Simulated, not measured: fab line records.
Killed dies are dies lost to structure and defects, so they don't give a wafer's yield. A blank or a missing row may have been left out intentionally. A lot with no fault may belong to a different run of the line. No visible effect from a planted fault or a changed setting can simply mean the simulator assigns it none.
fab line records | flow n5_finfet
record: lots: 7 wafers: 39
route steps=1938 shown DUMMY_GATE@250 SPACER0@259 MOL_CONTACT_COAG@538
start_h: start of the lot's first displayed wafer, in hours after the record's first day | wait_h: time in hours since the lot's previous step | " unchanged from the row above | L1.1+2: a row that stands for several wafers | - no value, or no start was given | * or withheld: withheld | < > ~ a bound
route shown NAME@n: a module of which the file shows steps, and the number in the route of the first | usual: the fault-free wafers' mean and standard deviation | same: alike in all rows | chamber/n: place in a boat | sites: per-site readings | _std_site: how widely they spread, as a standard deviation | _edge_site: the outer-site mean with the inner-site mean subtracted | radius_mm: for every site, how far away it sits from the centre of the wafer | mask NAME#n: copy n | behind: the most recent tool/chamber to have shaped the wafer | hold: why the lot was held/for how many hours/how that ended | device: the transistor (n, p or np) that didn't switch | end of line: tests of these same wafers at the route's end | for a step that has no rows: nothing shown but its recipe | killed: the dies lost at the first sort to structure and to defects; this is not the yield of the wafer | map: a wafer's dies, marking killed ones x, the rest . and places with no die _
set.NAME: the run value of the setting; set.NAME@STEP: its run value at that earlier step | model.NAME: the simulator's own value behind a step, which no gauge read
lots run with intentionally changed settings; tables by step, rows by wafer
== steps ==
step: N5_DUMMY_GATE_ETCH_42
recipe: chemistry: CHF3/O2 target: SiO2 target_depth_a: 35 time_s: 31 ion_energy_ev: 30 bias_w: 12 pressure_mtorr: 30 source_w: 600 Ar_flow_sccm: 200 CHF3_flow_sccm: 50 O2_flow_sccm: 5
usual: rf_vpp_V: 42.5/0.96
columns lot.wafer tool chamber start_h wait_h set.bias_w rf_vpp_V
L078.1 rie_diel-02 0 72.76 0.0 12.69 44.2
L078.2 " 2 " " 12.69 44.0
L078.3 " 1 " " 12 43.1
L078.4 " 0 " " 12.69 46.0
L078.5 " 2 " " 12 42.9
L078.6 " 1 " " 12 43.9
L082.1 rie_diel-03 3 97.45 0.0 12 42.5
L082.2 " 1 " " 14.15 47.2
L082.3 " 0 " " 14.15 48.5
L082.4 " 2 " " 12 42.3
L082.5 " 0 " " 14.15 48.6
L082.6 " 3 " " 12 40.8
L084.1 rie_diel-03 0 110.99 0.0 11.03 39.9
L084.2 " 3 " " 12 42.2
L084.3 " 1 " " 11.03 39.5
L084.4 " 2 " " 11.03 39.6
L084.5 " 1 " " 12 43.7
L084.6 " 2 " " 12 41.7
L085.1 rie_diel-02 2 113.95 0.1 12 43.3
L085.2 " 0 " " 12 44.2
L085.3 " 3 " " 12 43.1
L085.4 " 1 " " 12 42.2
L085.5 " 3 " " 12 42.7
L085.6 " 2 " " 12 43.6
L086.1 rie_diel-03 2 119.04 0.0 12 42.6
L086.3 " 0 " " 12 42.4
L086.5 " 1 " " 12 43.3
L092.1 rie_diel-02 2 156.66 0.2 12 42.5
L092.2 " 1 " " 13.56 46.4
L092.3 " 3 " " 13.56 47.1
L092.4 " 0 " " 12 43.3
L092.5 " 0 " " 12 41.1
L092.6 " 1 " " 13.56 45.7
L093.1 rie_diel-02 2 161.93 0.0 12 41.9
L093.2 " 0 " " 10.09 36.7
L093.3 " 1 " " 10.09 37.7
L093.4 " 3 " " 10.09 38.8
L093.5 " 0 " " 12 43.1
L093.6 " 1 " " 12 41.1
step: N5_SPACER0_ALD_00
recipe: material: SiOCN target_thk_a: 35 temp_c: 400 ald_precursor_family: alkyl-aminosilane ald_co_reactant: O2/N2-plasma pulse_time_s: 3 purge_time_s: 2 co_reactant_purge_time_s: 2 ald_cycles: 58 pressure_torr: 2
columns lot.wafer tool chamber start_h wait_h set.ald_cycles model.SiOCN_of_SPACER0_ALD_00.thk_nm
L078.1+4 ald_sin-01 0,1 73.18 0.1 61 3.8
L078.2+5+6 " 2,1,2 " " 58 3.6
L078.3 " 3 " " 61 3.6
L082.1 ald_sin-02 2 97.87 0.1 58 3.6
L082.2+3+6 " 3,1,0 " " 64 3.8
L082.4+5 " 0,3 " " 58 3.4
L084.1+3+5 ald_sin-04 1,0,0 111.42 0.1 58 3.4
L084.2+4+6 " 3,2,1 " " 58 3.6
L085.1 ald_sin-02 2 114.38 0.1 51 3.2
L085.2+3 " 1,3 " " 58 3.6
L085.4 " 0 " " 58 3.4
L085.5+6 " 2,1 " " 51 3
L086.1+3+5 ald_sin-04 0,1,2 119.82 0.1 58 3.4
L092.1+3+6 ald_sin-01 3,0,3 157.09 0.1 50 3
L092.2+4+5 " 1,2,0 " " 58 3.6
L093.1+3+6 ald_sin-01 1,3,2 162.35 0.1 51 3
L093.2+4 " 0,2 " " 58 3.6
L093.5 " 3 " " 58 3.4
step: N5_MOL_CONTACT_COAG_ETCH_110
recipe: chemistry: CF4/O2 target: Si target_depth_a: 25 time_s: 8 pressure_mtorr: 100 source_w: 200 bias_w: 12 ion_energy_ev: 60 Ar_flow_sccm: 100 cf4_flow_sccm: 100 O2_flow_sccm: 10
usual: rf_vpp_V: 127.9/1.9
columns lot.wafer tool chamber start_h wait_h set.bias_w rf_vpp_V
L078.1 rie_diel-06 3 115.02 0.0 12 130.1
L078.2 " 1 " " 12 126.7
L078.3 " 2 " " 13.26 137.8
L078.4 " 0 " " 13.26 138.8
L078.5 " 2 " " 13.26 137.7
L078.6 " 1 " " 12 125.0
L082.1 rie_diel-05 3 137.95 0.0 13.3 139.7
L082.2 " 1 " " 12 129.5
L082.3 " 2 " " 12 130.6
L082.4 " 0 " " 13.3 138.2
L082.5 " 1 " " 12 127.9
L082.6 " 0 " " 13.3 139.1
L084.1 rie_diel-01 3 152.20 0.0 13.6 146.5
L084.2 " 2 " " 13.6 140.1
L084.3 " 1 " " 13.6 141.4
L084.4 " 0 " " 12 129.5
L084.5 " 0 " " 12 129.9
L084.6 " 3 " " 12 129.8
L085.1 rie_diel-06 2 153.54 0.0 12 125.8
L085.2 " 3 " " 12 130.3
L085.3 " 0 " " 12 126.9
L085.4 " 1 " " 12 123.8
L085.5 " 1 " " 12 124.7
L085.6 " 2 " " 12 126.0
L086.1 rie_diel-01 0 157.89 0.0 12 129.6
L086.3 " 1 " " 12 128.1
L086.5 " 2 " " 12 125.9
L092.1 rie_diel-06 1 196.57 0.0 12 124.3
L092.2 " 0 " " 12 128.2
L092.3 " 3 " " 12 128.9
L092.4 " 3 " " 12 129.8
L092.5 " 0 " " 12 126.6
L092.6 " 1 " " 12 126.9
L093.1 rie_diel-06 2 203.42 0.0 14.15 147.3
L093.2 " 3 " " 12 129.2
L093.3 " 0 " " 12 126.1
L093.4 " 1 " " 14.15 143.7
L093.5 " 1 " " 12 125.1
L093.6 " 2 " " 14.15 147.1
== key ==
split: step: N5_DUMMY_GATE_ETCH_42 setting: bias_w stated: 12 by: wafer
response: step: N5_DUMMY_GATE_ETCH_42 reading: rf_vpp_V change: +0.315 per: 1% r: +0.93
split: step: N5_SPACER0_ALD_00 setting: ald_cycles stated: 58 by: wafer
response: step: N5_SPACER0_ALD_00 reading: model.SiOCN_of_SPACER0_ALD_00.thk_nm change: +0.0398 per: 1% r: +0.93
split: step: N5_MOL_CONTACT_COAG_ETCH_110 setting: bias_w stated: 12 by: wafer
response: step: N5_MOL_CONTACT_COAG_ETCH_110 reading: rf_vpp_V change: +1.01 per: 1% r: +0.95
